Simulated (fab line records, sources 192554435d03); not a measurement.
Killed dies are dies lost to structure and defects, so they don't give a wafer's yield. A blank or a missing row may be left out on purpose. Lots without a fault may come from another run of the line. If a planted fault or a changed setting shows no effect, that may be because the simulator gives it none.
Split-lot trial / flow n5Finfet / 21 wafers read across 7 lots, on a route 1938 steps long

## SPLIT DETAILS
At N5_BEOL_M1_PECVD_72 (deposits SiO2 from TEOS/O2, target thk 16 nm, time 18 s), the setting timeS was moved away from the recipe's 18 s on 11 of the 21 wafers read, by -7.3% to +13.8%. The other wafers ran this setting at the recipe's value.

## FROM THE SPLIT TO THE READING: what the file shows between them, 9 steps
- N5_BEOL_M1_COAT_05: resist thk 30 nm (also split here: spinRpm)
- N5_BEOL_M1_EXPOSE_25: exposes mask V0, defocus 5 nm, target cd 24 nm (also split here: doseMj)
- N5_BEOL_M1_PEB_26: peb time 60 s
- N5_BEOL_M1_DEVELOP_27: develop time 30 s
- N5_BEOL_M1_CD_MEAS_28: target cd y 23.3 nm
- N5_BEOL_M1_ETCH_70: etches SOC in N2/H2, target depth 80 nm, overetch 16 nm, time 120 s (also split here: sourceW)
- N5_BEOL_M1_STRIP_71: strips in N2/H2
- N5_BEOL_M1_STRIP_78: strips in N2/H2
- N5_BEOL_M1_STRIP_97: strips in N2/H2, time 10 s

## THE READING
SiO2_of_BEOL_M1_PECVD_72.thkNm (the simulator's own value, which no gauge read), in nm, at N5_BEOL_M1_HM_STRIP_39 (strips TiN in peroxide tin strip, target depth 25 nm, time 158 s). There is no usual value for it anywhere in the file. Average 15.9 nm, standard deviation 0.24 nm, over the 10 wafers here run with the recipe.

wafer=L081.1; tool, chamber at the split=pecvd-02, 0; timeS as run, s=16.68; against the recipe=-7.3%; SiO2_of_BEOL_M1_PECVD_72.thkNm, nm=14.6; against lot-mates on the recipe=no lot-mate on the recipe
wafer=L081.3; tool, chamber at the split=pecvd-02, 2; timeS as run, s=16.68; against the recipe=-7.3%; SiO2_of_BEOL_M1_PECVD_72.thkNm, nm=14.4; against lot-mates on the recipe=no lot-mate on the recipe
wafer=L081.6; tool, chamber at the split=pecvd-02, 2; timeS as run, s=16.68; against the recipe=-7.3%; SiO2_of_BEOL_M1_PECVD_72.thkNm, nm=14.8; against lot-mates on the recipe=no lot-mate on the recipe
wafer=L086.2; tool, chamber at the split=pecvd-01, 1; timeS as run, s=18; against the recipe=recipe; SiO2_of_BEOL_M1_PECVD_72.thkNm, nm=15.4; against lot-mates on the recipe=-
wafer=L086.5; tool, chamber at the split=pecvd-01, 1; timeS as run, s=18; against the recipe=recipe; SiO2_of_BEOL_M1_PECVD_72.thkNm, nm=16; against lot-mates on the recipe=-
wafer=L086.6; tool, chamber at the split=pecvd-01, 0; timeS as run, s=18; against the recipe=recipe; SiO2_of_BEOL_M1_PECVD_72.thkNm, nm=16.2; against lot-mates on the recipe=-
wafer=L087.3; tool, chamber at the split=pecvd-01, 0; timeS as run, s=19.3; against the recipe=+7.2%; SiO2_of_BEOL_M1_PECVD_72.thkNm, nm=17; against lot-mates on the recipe=+0.8
wafer=L087.4; tool, chamber at the split=pecvd-01, 0; timeS as run, s=19.3; against the recipe=+7.2%; SiO2_of_BEOL_M1_PECVD_72.thkNm, nm=17.4; against lot-mates on the recipe=+1.2
wafer=L087.5; tool, chamber at the split=pecvd-01, 2; timeS as run, s=18; against the recipe=recipe; SiO2_of_BEOL_M1_PECVD_72.thkNm, nm=16.2; against lot-mates on the recipe=-
wafer=L093.1; tool, chamber at the split=pecvd-02, 0; timeS as run, s=20.48; against the recipe=+13.8%; SiO2_of_BEOL_M1_PECVD_72.thkNm, nm=17.8; against lot-mates on the recipe=+1.8
wafer=L093.3; tool, chamber at the split=pecvd-02, 1; timeS as run, s=18; against the recipe=recipe; SiO2_of_BEOL_M1_PECVD_72.thkNm, nm=16; against lot-mates on the recipe=-
wafer=L093.4; tool, chamber at the split=pecvd-02, 0; timeS as run, s=20.48; against the recipe=+13.8%; SiO2_of_BEOL_M1_PECVD_72.thkNm, nm=18; against lot-mates on the recipe=+2.0
wafer=L094.2; tool, chamber at the split=pecvd-04, 0; timeS as run, s=19.85; against the recipe=+10.3%; SiO2_of_BEOL_M1_PECVD_72.thkNm, nm=17; against lot-mates on the recipe=+1.1
wafer=L094.3; tool, chamber at the split=pecvd-04, 1; timeS as run, s=18; against the recipe=recipe; SiO2_of_BEOL_M1_PECVD_72.thkNm, nm=16; against lot-mates on the recipe=-
wafer=L094.4; tool, chamber at the split=pecvd-04, 2; timeS as run, s=18; against the recipe=recipe; SiO2_of_BEOL_M1_PECVD_72.thkNm, nm=15.8; against lot-mates on the recipe=-
wafer=L095.1; tool, chamber at the split=pecvd-02, 2,0; timeS as run, s=18.76; against the recipe=+4.2%; SiO2_of_BEOL_M1_PECVD_72.thkNm, nm=16.6; against lot-mates on the recipe=+1.0
wafer=L095.4; tool, chamber at the split=pecvd-02, 2,0; timeS as run, s=18.76; against the recipe=+4.2%; SiO2_of_BEOL_M1_PECVD_72.thkNm, nm=16.6; against lot-mates on the recipe=+1.0
wafer=L095.3; tool, chamber at the split=pecvd-02, 0; timeS as run, s=18; against the recipe=recipe; SiO2_of_BEOL_M1_PECVD_72.thkNm, nm=15.6; against lot-mates on the recipe=-
wafer=L097.1; tool, chamber at the split=pecvd-01, 2; timeS as run, s=18; against the recipe=recipe; SiO2_of_BEOL_M1_PECVD_72.thkNm, nm=15.8; against lot-mates on the recipe=-
wafer=L097.2; tool, chamber at the split=pecvd-01, 0; timeS as run, s=19.83; against the recipe=+10.2%; SiO2_of_BEOL_M1_PECVD_72.thkNm, nm=17.2; against lot-mates on the recipe=+1.3
wafer=L097.4; tool, chamber at the split=pecvd-01, 0; timeS as run, s=18; against the recipe=recipe; SiO2_of_BEOL_M1_PECVD_72.thkNm, nm=16; against lot-mates on the recipe=-
The file does not say which wafer passed through which chamber wherever a row lists several chambers: such a row stands for several wafers.

THE FIT
A straight line over all 21 wafers: SiO2_of_BEOL_M1_PECVD_72.thkNm changes by +0.152 nm for each +1% of timeS; r = +0.97; the points scatter about the line by 0.25 nm.
The same after taking each lot's own level away (the mean of its wafers on the recipe; 18 wafers): +0.133 nm for each +1%; r = +0.95; scatter 0.24 nm.
According to that fit, moving timeS by its largest amount changes the reading by 1.8 nm.
Measured against the standard deviation above, the lots' own levels, which go from 15.60 to 16.20 nm, span 2.5 times it.
In other words, the slope is changed by the lot-to-lot level; the two fits disagree.
Check: with one of the wafers moved furthest among these (+13.8%) left out of the fit, the line predicts +1.9 nm for it against its lot-mates. Against them it came out at +1.8 nm.

## OTHER SPLITS APPLIED TO THESE WAFERS
Before the reading, these wafers also passed through other splits. Each is held against what the fit with the lots' levels taken away leaves over:
other split on the same wafers=N5_MOL_CONTACT_COAG_EXPOSE_05 doseMj; wafers away from the commonest value=8; r with SiO2_of_BEOL_M1_PECVD_72.thkNm (lot level and that fit taken away)=-0.34
other split on the same wafers=N5_BEOL_M0_SAQP_HM_DEP_02 targetThkA; wafers away from the commonest value=5; r with SiO2_of_BEOL_M1_PECVD_72.thkNm (lot level and that fit taken away)=-0.16
other split on the same wafers=N5_BEOL_M0_SAQP_COAT_82 spinRpm; wafers away from the commonest value=6; r with SiO2_of_BEOL_M1_PECVD_72.thkNm (lot level and that fit taken away)=+0.01
other split on the same wafers=N5_BEOL_M0_SAQP_SPACER1_ALD_98 tempC; wafers away from the commonest value=8; r with SiO2_of_BEOL_M1_PECVD_72.thkNm (lot level and that fit taken away)=-0.16
other split on the same wafers=N5_BEOL_M1_COAT_05 spinRpm; wafers away from the commonest value=7; r with SiO2_of_BEOL_M1_PECVD_72.thkNm (lot level and that fit taken away)=-0.02
other split on the same wafers=N5_BEOL_M1_EXPOSE_25 doseMj; wafers away from the commonest value=8; r with SiO2_of_BEOL_M1_PECVD_72.thkNm (lot level and that fit taken away)=-0.23
other split on the same wafers=N5_BEOL_M1_ETCH_70 sourceW; wafers away from the commonest value=4; r with SiO2_of_BEOL_M1_PECVD_72.thkNm (lot level and that fit taken away)=+0.39

## THE WHOLE CHAIN: every reading that the file lists as answering this split, in the file's order
step=N5_BEOL_M1_PECVD_72; what it does=deposits SiO2 from TEOS/O2, target thk 16 nm, time 18 s; reading=SiO2_of_BEOL_M1_PECVD_72.thkNm (the simulator's own value, which no gauge read); change (the file's fit)=+0.135 nm for each +1% of the setting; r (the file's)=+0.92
step=N5_BEOL_M1_HM_STRIP_39; what it does=strips TiN in peroxide tin strip, target depth 25 nm, time 158 s; reading=SiO2_of_BEOL_M1_PECVD_72.thkNm (the simulator's own value, which no gauge read); change (the file's fit)=+0.133 nm for each +1% of the setting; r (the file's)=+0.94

## FILE'S OWN FIT
SiO2_of_BEOL_M1_PECVD_72.thkNm changes by +0.133 nm for each +1% of timeS, r = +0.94.
